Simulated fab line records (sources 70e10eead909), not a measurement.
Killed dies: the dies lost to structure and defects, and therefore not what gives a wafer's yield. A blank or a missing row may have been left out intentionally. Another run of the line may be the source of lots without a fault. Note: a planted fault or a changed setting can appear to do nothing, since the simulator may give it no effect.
Tool commonality check | flow nandHarc | 33 wafers sampled across 11 lots

== REASON IT WAS OPENED ==
At NHARC_A_M0_OVL_MEAS_10 the reading overlayXNm is flagged on 2 of 11 lots. Wafers without a fault read 0.0 nm, standard deviation 0.71.
Rule: a lot gets a flag if all its wafers with a number sit over 4 standard deviations from that mean, or if no wafer of it has a number. The rest of the lots are taken to be sound.

lot  | measured     | on         | overlayXNm (nm), wafer by wafer | flag
L537 | day 23 23:16 | overlay-01 | -1.6 -1.3 -1.5                  | 
L540 | day 24 09:50 | overlay-01 | -0.1 0.2 -0.3                   | 
L541 | day 25 18:44 | overlay-01 | 0.3 -0.3 -0.1                   | 
L542 | day 25 20:04 | overlay-01 | 1.3 1.2 0.8                     | 
L544 | day 26 08:23 | overlay-02 | -0.9 -0.8 -0.9                  | 
L547 | day 27 16:47 | overlay-02 | -0.4 -0.3 -0.8                  | 
L548 | day 29 13:29 | overlay-02 | 0.5 0.3 0.9                     | 
L554 | day 30 15:16 | overlay-02 | 14.0 13.6 13.6                  | FLAGGED
L558 | day 32 13:29 | overlay-02 | 0.4 0.9 0.5                     | 
L555 | day 32 18:09 | overlay-01 | 0.7 0.4 0.5                     | 
L557 | day 32 21:29 | overlay-01 | 13.7 13.8 13.7                  | FLAGGED
Average over the flagged lots: 13.7 nm; offset from the usual +13.7 nm, equal to +19 standard deviations.

== LOT BY LOT: THE TOOL USED ==
The record holds 2 process steps before the reading, out of a route of 1302 steps. Read each cell as the tool, then ch plus the chambers that the sampled wafers visited, then the start.
lot  | flag    | NHARC_A_BLC_ETCH_17                          | NHARC_A_M0_EXPOSE_06
L537 |         | rieDiel-07 ch 0,2,3, day 23 23:02 or earlier | arfiScanner-02 ch 0, day 23 23:02
L540 |         | rieDiel-01 ch 0,1,3, day 24 09:37 or earlier | arfiScanner-03 ch 0, day 24 09:37
L541 |         | rieDiel-09 ch 0,1, day 25 18:31 or earlier   | arfiScanner-03 ch 0, day 25 18:31
L542 |         | rieDiel-09 ch 1,3, day 25 19:50 or earlier   | arfiScanner-02 ch 0, day 25 19:50
L544 |         | rieDiel-07 ch 0,1, day 26 08:10 or earlier   | arfiScanner-03 ch 0, day 26 08:10
L547 |         | rieDiel-07 ch 0,2,3, day 27 16:34 or earlier | arfiScanner-01 ch 0, day 27 16:34
L548 |         | rieDiel-07 ch 0,2, day 29 13:16 or earlier   | arfiScanner-03 ch 0, day 29 13:16
L554 | FLAGGED | rieDiel-07 ch 0,1,2, day 30 15:03 or earlier | arfiScanner-03 ch 0, day 30 15:03
L558 |         | rieDiel-07 ch 0,2, day 32 13:16 or earlier   | arfiScanner-02 ch 0, day 32 13:16
L555 |         | rieDiel-09 ch 0,1,2, day 32 17:56 or earlier | arfiScanner-01 ch 0, day 32 17:56
L557 | FLAGGED | rieDiel-07 ch 1,3, day 32 21:16 or earlier   | arfiScanner-03 ch 0, day 32 21:16
What is done by these steps:
- NHARC_A_BLC_ETCH_17: etches the open film in N2/H2, target depth 390 nm, time 609.38 s.
- NHARC_A_M0_EXPOSE_06: exposes mask A M0, target cd 80 nm.
- NHARC_A_M0_OVL_MEAS_10: pitch 160 nm.

== FLAGGED OVER TOTAL, TOOL BY TOOL (the gauges that took the reading come last) ==
step                   | tool           | lots run | flagged | share of the flagged lots | sound lots run after its first flagged lot
NHARC_A_BLC_ETCH_17    | rieDiel-01     | 1        | 0       | none                      | -
NHARC_A_BLC_ETCH_17    | rieDiel-07     | 7        | 2       | all                       | 1 (L558)
NHARC_A_BLC_ETCH_17    | rieDiel-09     | 3        | 0       | none                      | -
NHARC_A_M0_EXPOSE_06   | arfiScanner-01 | 2        | 0       | none                      | -
NHARC_A_M0_EXPOSE_06   | arfiScanner-02 | 3        | 0       | none                      | -
NHARC_A_M0_EXPOSE_06   | arfiScanner-03 | 6        | 2       | all                       | 0
NHARC_A_M0_OVL_MEAS_10 | overlay-01     | 6        | 1       | some                      | 0
NHARC_A_M0_OVL_MEAS_10 | overlay-02     | 5        | 1       | some                      | 1 (L558)
NHARC_A_BLC_ETCH_17 gives no start for some lots, so the hours and the order of its lots are those of NHARC_A_M0_EXPOSE_06.

== WHAT THE TABLE PERMITS ==
rieDiel-07 at NHARC_A_BLC_ETCH_17 and arfiScanner-03 at NHARC_A_M0_EXPOSE_06 are the 2 rows of the table that ran each flagged lot.
- rieDiel-07 at NHARC_A_BLC_ETCH_17: 2 of its 7 lots flagged. Sound lots followed the first flagged one (L558) on it, something a lasting fault affecting the whole tool could not allow.
- arfiScanner-03 at NHARC_A_M0_EXPOSE_06: 2 of its 6 lots flagged. Its last sound lot is L548 (day 29 13:16), its first flagged lot L554 (day 30 15:03): a fault that began between those two fits.
Just one tool remains: arfiScanner-03 at NHARC_A_M0_EXPOSE_06.

== WHAT WAS PUT IN BY THE SIMULATOR ==
Scanner matching overlay: arfiScanner-03, from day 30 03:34 on, at NHARC_A_M0_EXPOSE_06. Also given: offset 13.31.
Shown lots that were struck: L554, L557. The rule above found the same.
